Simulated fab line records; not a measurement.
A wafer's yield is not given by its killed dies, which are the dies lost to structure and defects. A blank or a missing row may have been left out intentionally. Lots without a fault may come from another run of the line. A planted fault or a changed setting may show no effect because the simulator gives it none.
Comparing a struck lot with a sound one :: flow nand harc :: 14 steps out of a route of 1302
Sound: wafers L939.1, L939.2, L939.4. Struck: wafers L951.3, L951.4, L951.5. At the end, the cause is stated.
Each step with rows lists, per side, the tool, then ch with its chambers, then its first start. Under that, the readings that differ: sound wafers :: struck wafers :: difference of the means :: sigmas: that difference in standard deviations of wafers without a fault.
alike: readings whose means differ by less than 2 such deviations, and words and numbers that are the same on both sides. not compared: withheld readings, readings that some wafer has no value for, bounds like >300 that may hide the same value, and numbers for which the record gives no deviation and whose values overlap.
A row with sigmas, a row that says differs or no value, or rows on one side alone: a step with any of these is where the two part. Numbers that have no deviation but don't overlap get no sigmas and don't part them. A reading that every wafer of one side lacks parts them only if that side has two wafers or more.

first, 7 steps without rows for these wafers: NHARC_A_STAIRCASE_COAT_211; NHARC_A_STAIRCASE_SOFTBAKE_212 (time 170 s); NHARC_A_STAIRCASE_EBR_213; NHARC_A_STAIRCASE_EXPOSE_214 (exposes mask STAIR 3); NHARC_A_STAIRCASE_PEB_215 (peb time 130 s); NHARC_A_STAIRCASE_DEVELOP_216 (time 140 s); NHARC_A_STAIRCASE_HARDBAKE_218 (time 140 s).
NHARC_A_STAIRCASE_DESCUM_219: chemistry O2, time 3 s.
  sound on rie diel-13 ch 0,1,2, day 17 23:50; struck on rie diel-06 ch 0,1, day 23 12:41
  alike: drypump motor current A, oes product au, rf vpp V, showerhead plenum p Torr, throttle valve pct
  not compared: rf hours counter h
NHARC_A_STAIRCASE_TRIM_220: chemistry O2, time 211.2 s.
  sound on rie diel-13 ch 1,2,3, day 17 23:54; struck on rie diel-06 ch 0,1,3, day 23 12:47
  alike: drypump motor current A, oes product au, rf vpp V, showerhead plenum p Torr, throttle valve pct
  not compared: rf hours counter h
NHARC_A_STAIRCASE_ETCH_221: etches the open film in C4F8/O2, target depth 100 nm, time 40.5 s.
  sound on rie diel-13 ch 0,1,3; struck on rie diel-06 ch 0,3
reading: rf fwd power W (W)
sound: 592.2 595.3 598.8
struck: 590.0 587.8 587.9
difference: -6.9
sigmas: -3
  alike: bias w, chamber pressure mTorr, oes product au, rf vpp V
  not compared: rf hours counter h
NHARC_A_STAIRCASE_TRIM_222: chemistry O2, time 211.2 s.
  sound on rie diel-13 ch 0,1,3; struck on rie diel-06 ch 0,1
  alike: drypump motor current A, oes product au, rf vpp V, showerhead plenum p Torr, throttle valve pct
  not compared: rf hours counter h
NHARC_A_STAIRCASE_ETCH_223: etches the open film in C4F8/O2, target depth 100 nm, time 40.5 s.
  sound on rie diel-13 ch 0,2,3, day 18 00:17; struck on rie diel-06 ch 0,1,3, day 23 13:14
  no value came back on the struck wafers for any of 6 readings (bias w (W), chamber pressure mTorr (mTorr) and others); on the sound wafers bias w (W) reads 1003.2 998.4 1005.9
NHARC_A_STAIRCASE_TRIM_224: chemistry O2, time 211.2 s.
  sound on rie diel-13 ch 0,2,3; struck on rie diel-06 ch 0,3
  alike: drypump motor current A, oes product au, rf vpp V, showerhead plenum p Torr, throttle valve pct
  not compared: rf hours counter h
-- break in the record here, with 9 days between the starts of the struck wafers on either side (left off in module A_STAIRCASE, picked up again in module END, where the first step shown is number 1302 on the route) --
NHARC_END_SORT_01:
  only the struck wafers appear in the record here, on prober-01 ch 0 at day 32 05:10; the sound ones have no rows

WHERE THEY PART
Earliest at NHARC_A_STAIRCASE_ETCH_221; latest, in this record, at NHARC_END_SORT_01.

WHY: whatever the simulator had introduced
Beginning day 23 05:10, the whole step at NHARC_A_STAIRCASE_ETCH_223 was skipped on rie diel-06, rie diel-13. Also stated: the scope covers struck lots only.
